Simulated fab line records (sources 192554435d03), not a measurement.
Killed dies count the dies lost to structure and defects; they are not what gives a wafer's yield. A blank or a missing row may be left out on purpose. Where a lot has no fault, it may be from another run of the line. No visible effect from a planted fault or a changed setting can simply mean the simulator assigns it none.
Chamber matching || flow n5_finfet || ald_hk-03 running N5_HKMG_FIN_HK_ALD_01: 4 sister chambers
The step deposits HfO2, target thk 1.6 nm, pulse time 3 s, purge time 3 s. 36 wafers are shown with their chamber, then 12 later ones without.

## WAFERS WITH THEIR CHAMBER
{"wafer": "L074.1", "chamber": 1, "precursor_pulse_height_rel": 0.995}
{"wafer": "L074.2", "chamber": 0, "precursor_pulse_height_rel": 0.998}
{"wafer": "L074.3", "chamber": 3, "precursor_pulse_height_rel": 1.026}
{"wafer": "L074.4", "chamber": 2, "precursor_pulse_height_rel": 1.008}
{"wafer": "L074.5", "chamber": 0, "precursor_pulse_height_rel": 1.001}
{"wafer": "L074.6", "chamber": 1, "precursor_pulse_height_rel": 1.005}
{"wafer": "L075.1", "chamber": 0, "precursor_pulse_height_rel": 1.009}
{"wafer": "L075.2", "chamber": 1, "precursor_pulse_height_rel": 1.016}
{"wafer": "L075.6", "chamber": 3, "precursor_pulse_height_rel": 1.013}
{"wafer": "L080.1", "chamber": 2, "precursor_pulse_height_rel": 1.026}
{"wafer": "L080.2", "chamber": 3, "precursor_pulse_height_rel": 1.004}
{"wafer": "L080.3", "chamber": 0, "precursor_pulse_height_rel": 0.987}
{"wafer": "L080.4", "chamber": 1, "precursor_pulse_height_rel": 0.977}
{"wafer": "L080.5", "chamber": 0, "precursor_pulse_height_rel": 1.012}
{"wafer": "L080.6", "chamber": 3, "precursor_pulse_height_rel": 1.014}
{"wafer": "L081.1", "chamber": 1, "precursor_pulse_height_rel": 0.988}
{"wafer": "L081.2", "chamber": 0, "precursor_pulse_height_rel": 0.968}
{"wafer": "L081.3", "chamber": 3, "precursor_pulse_height_rel": 0.988}
{"wafer": "L081.4", "chamber": 2, "precursor_pulse_height_rel": 0.989}
{"wafer": "L081.5", "chamber": 1, "precursor_pulse_height_rel": 1.015}
{"wafer": "L081.6", "chamber": 0, "precursor_pulse_height_rel": 1.001}
{"wafer": "L082.1", "chamber": 0, "precursor_pulse_height_rel": 1.038}
{"wafer": "L082.2", "chamber": 3, "precursor_pulse_height_rel": 1.009}
{"wafer": "L082.3", "chamber": 2, "precursor_pulse_height_rel": 1.016}
{"wafer": "L082.4", "chamber": 1, "precursor_pulse_height_rel": 1.008}
{"wafer": "L082.5", "chamber": 2, "precursor_pulse_height_rel": 0.965}
{"wafer": "L082.6", "chamber": 1, "precursor_pulse_height_rel": 0.938}
{"wafer": "L086.1", "chamber": 1, "precursor_pulse_height_rel": 1.009}
{"wafer": "L086.2", "chamber": 2, "precursor_pulse_height_rel": 0.986}
{"wafer": "L086.3", "chamber": 0, "precursor_pulse_height_rel": 1.032}
{"wafer": "L086.4", "chamber": 3, "precursor_pulse_height_rel": 1.022}
{"wafer": "L086.5", "chamber": 1, "precursor_pulse_height_rel": 0.991}
{"wafer": "L086.6", "chamber": 2, "precursor_pulse_height_rel": 1.023}
{"wafer": "L087.1", "chamber": 0, "precursor_pulse_height_rel": 1.019}
{"wafer": "L087.2", "chamber": 3, "precursor_pulse_height_rel": 1.049}
{"wafer": "L087.5", "chamber": 3, "precursor_pulse_height_rel": 0.991}

SIGNATURES (means of the wafers above)
{"reading": "precursor_pulse_height_rel", "chamber 0": 1.00650, "chamber 1": 0.99420, "chamber 2": 1.00186, "chamber 3": 1.01289, "scatter within a chamber": 0.0213}
Rule: a wafer's distance from a chamber is the root of the sum, over the readings, of the square of ((its reading less the chamber's mean) divided by the reading's scatter). The wafer belongs to the nearest chamber; if the next one is less than 2 further off, it can't be placed. The scatter: the root of (the sum of the squares of (reading less its chamber's mean) over the shown wafers, divided by (wafers less chambers)).

## WAFERS WITH NO CHAMBER GIVEN
{"wafer": "L091.2", "precursor_pulse_height_rel": 0.989}
{"wafer": "L091.5", "precursor_pulse_height_rel": 1.004}
{"wafer": "L091.6", "precursor_pulse_height_rel": 1.016}
{"wafer": "L095.2", "precursor_pulse_height_rel": 1.015}
{"wafer": "L095.5", "precursor_pulse_height_rel": 0.998}
{"wafer": "L095.6", "precursor_pulse_height_rel": 1.019}
{"wafer": "L096.2", "precursor_pulse_height_rel": 1.017}
{"wafer": "L096.5", "precursor_pulse_height_rel": 1.017}
{"wafer": "L096.6", "precursor_pulse_height_rel": 1.042}
{"wafer": "L097.1", "precursor_pulse_height_rel": 1.015}
{"wafer": "L097.5", "precursor_pulse_height_rel": 0.984}
{"wafer": "L097.6", "precursor_pulse_height_rel": 0.997}

## EACH ONE'S CHAMBER
{"wafer": "L091.2", "from the rows above": "can't be placed: 1 or 2 or 0 or 3", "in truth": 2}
{"wafer": "L091.5", "from the rows above": "can't be placed: 2 or 0 or 3 or 1", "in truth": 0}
{"wafer": "L091.6", "from the rows above": "can't be placed: 3 or 0 or 2 or 1", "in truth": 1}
{"wafer": "L095.2", "from the rows above": "can't be placed: 3 or 0 or 2 or 1", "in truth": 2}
{"wafer": "L095.5", "from the rows above": "can't be placed: 1 or 2 or 0 or 3", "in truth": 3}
{"wafer": "L095.6", "from the rows above": "can't be placed: 3 or 0 or 2 or 1", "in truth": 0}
{"wafer": "L096.2", "from the rows above": "can't be placed: 3 or 0 or 2 or 1", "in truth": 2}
{"wafer": "L096.5", "from the rows above": "can't be placed: 3 or 0 or 2 or 1", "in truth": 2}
{"wafer": "L096.6", "from the rows above": "can't be placed: 3 or 0 or 2 or 1", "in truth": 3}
{"wafer": "L097.1", "from the rows above": "can't be placed: 3 or 0 or 2 or 1", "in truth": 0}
{"wafer": "L097.5", "from the rows above": "can't be placed: 1 or 2 or 0 or 3", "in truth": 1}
{"wafer": "L097.6", "from the rows above": "can't be placed: 1 or 2 or 0 or 3", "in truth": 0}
Correctly placed: 0 of 12. Not placeable from these rows: 12 (in 12, the candidates include the true chamber). Placed wrongly: 0.
